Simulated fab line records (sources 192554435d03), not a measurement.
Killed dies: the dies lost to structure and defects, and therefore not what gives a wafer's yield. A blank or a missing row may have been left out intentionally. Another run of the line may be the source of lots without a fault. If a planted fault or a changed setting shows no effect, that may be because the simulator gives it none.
What tool caused it? | flow n5 finfet | 36 wafers from 12 lots sampled at 6 of the route's 1938 steps

WHAT THE GAUGES READ, wafer by wafer
N5_BEOL_M0_INSPECT_127: inspects for defects (darkfield).
lot  | measured     | on                | raw defect count
L075 | day 6 14:15  | defect inspect-02 | 63 64 55
L077 | day 6 23:50  | defect inspect-01 | 50 90 50
L079 | day 7 16:17  | defect inspect-01 | 85 83 67
L081 | day 7 20:23  | defect inspect-01 | 76 126 99
L083 | day 8 18:53  | defect inspect-02 | 75 45 81
L086 | day 9 04:17  | defect inspect-02 | 64 66 38
L088 | day 9 11:28  | defect inspect-01 | 93 80 128
L090 | day 10 04:46 | defect inspect-02 | 94 59 91
L091 | day 10 06:53 | defect inspect-02 | 40 112 69
L093 | day 11 05:57 | defect inspect-02 | 81 103 122
L095 | day 11 11:37 | defect inspect-02 | 41 36 62
L097 | day 11 16:32 | defect inspect-02 | 47 51 54

WHAT TOOL EACH LOT RAN ON (gives the tool, then ch and the chambers of the sampled wafers, and finally the start)
lot  | N5_BEOL_M0_ANNEAL_117        | N5_BEOL_M0_ANNEAL_133        | N5_BEOL_M0_SPUTTER_134       | N5_BEOL_M0_ANNEAL_135        | N5_BEOL_M0_SPUTTER_141
L075 | pvd sputter-02, day 6 12:50  | pvd sputter-02, day 6 12:58  | pvd sputter-02, day 6 13:00  | pvd sputter-02, day 6 13:05  | pvd sputter-02, day 6 13:07
L077 | pvd sputter-01, day 6 22:21  | pvd sputter-01, day 6 22:28  | pvd sputter-01, day 6 22:31  | pvd sputter-01, day 6 22:35  | pvd sputter-01, day 6 22:38
L079 | pvd sputter-02, day 7 14:47  | pvd sputter-02, day 7 14:55  | pvd sputter-02, day 7 14:57  | pvd sputter-02, day 7 15:02  | pvd sputter-02, day 7 15:04
L081 | pvd sputter-01, day 7 19:01  | pvd sputter-01, day 7 19:08  | pvd sputter-01, day 7 19:10  | pvd sputter-01, day 7 19:15  | pvd sputter-01, day 7 19:17
L083 | pvd sputter-03, day 8 17:32  | pvd sputter-03, day 8 17:39  | pvd sputter-03, day 8 17:41  | pvd sputter-03, day 8 17:46  | pvd sputter-03, day 8 17:49
L086 | pvd sputter-01, day 9 02:48  | pvd sputter-01, day 9 02:55  | pvd sputter-01, day 9 02:58  | pvd sputter-01, day 9 03:02  | pvd sputter-01, day 9 03:05
L088 | pvd sputter-02, day 9 10:05  | pvd sputter-02, day 9 10:13  | pvd sputter-02, day 9 10:15  | pvd sputter-02, day 9 10:20  | pvd sputter-02, day 9 10:22
L090 | pvd sputter-02, day 10 03:24 | pvd sputter-02, day 10 03:31 | pvd sputter-02, day 10 03:34 | pvd sputter-02, day 10 03:38 | pvd sputter-02, day 10 03:41
L091 | pvd sputter-03, day 10 05:29 | pvd sputter-03, day 10 05:37 | pvd sputter-03, day 10 05:39 | pvd sputter-03, day 10 05:44 | pvd sputter-03, day 10 05:46
L093 | pvd sputter-03, day 11 02:26 | pvd sputter-03, day 11 02:33 | pvd sputter-03, day 11 02:35 | pvd sputter-03, day 11 02:40 | pvd sputter-03, day 11 02:43
L095 | pvd sputter-02, day 11 09:51 | pvd sputter-02, day 11 09:58 | pvd sputter-02, day 11 10:01 | pvd sputter-02, day 11 10:05 | pvd sputter-02, day 11 10:08
L097 | pvd sputter-01, day 11 15:00 | pvd sputter-01, day 11 15:07 | pvd sputter-01, day 11 15:10 | pvd sputter-01, day 11 15:14 | pvd sputter-01, day 11 15:17
- N5_BEOL_M0_ANNEAL_117: time 60 s.
- N5_BEOL_M0_ANNEAL_133: time 60 s.
- N5_BEOL_M0_SPUTTER_134: material Cu, target thk 4 nm, time 7.37 s.
- N5_BEOL_M0_ANNEAL_135: time 60 s.
- N5_BEOL_M0_SPUTTER_141: material Cu, target thk 4 nm, time 7.37 s.

THE ANSWER, worked out from the rows above alone
Rule: usual is defined by the lots themselves. The widest of any qualifying gaps counts: lots, ordered by their means at a reading, are off when they make up no more than a third of the lots, leave a main group of 4 or more, and stand apart from it by 3 or more times the standard deviation of that group's means. If all means in a main group match to the digits the tables above print for the reading, that group is not used. A lot without any number at a reading at which 4 lots or more have one is off too. All remaining lots with rows at the step are treated as sound.
None of the lots is off at any reading shown; this tells nothing.

WHAT THE SIMULATOR HAD PUT IN
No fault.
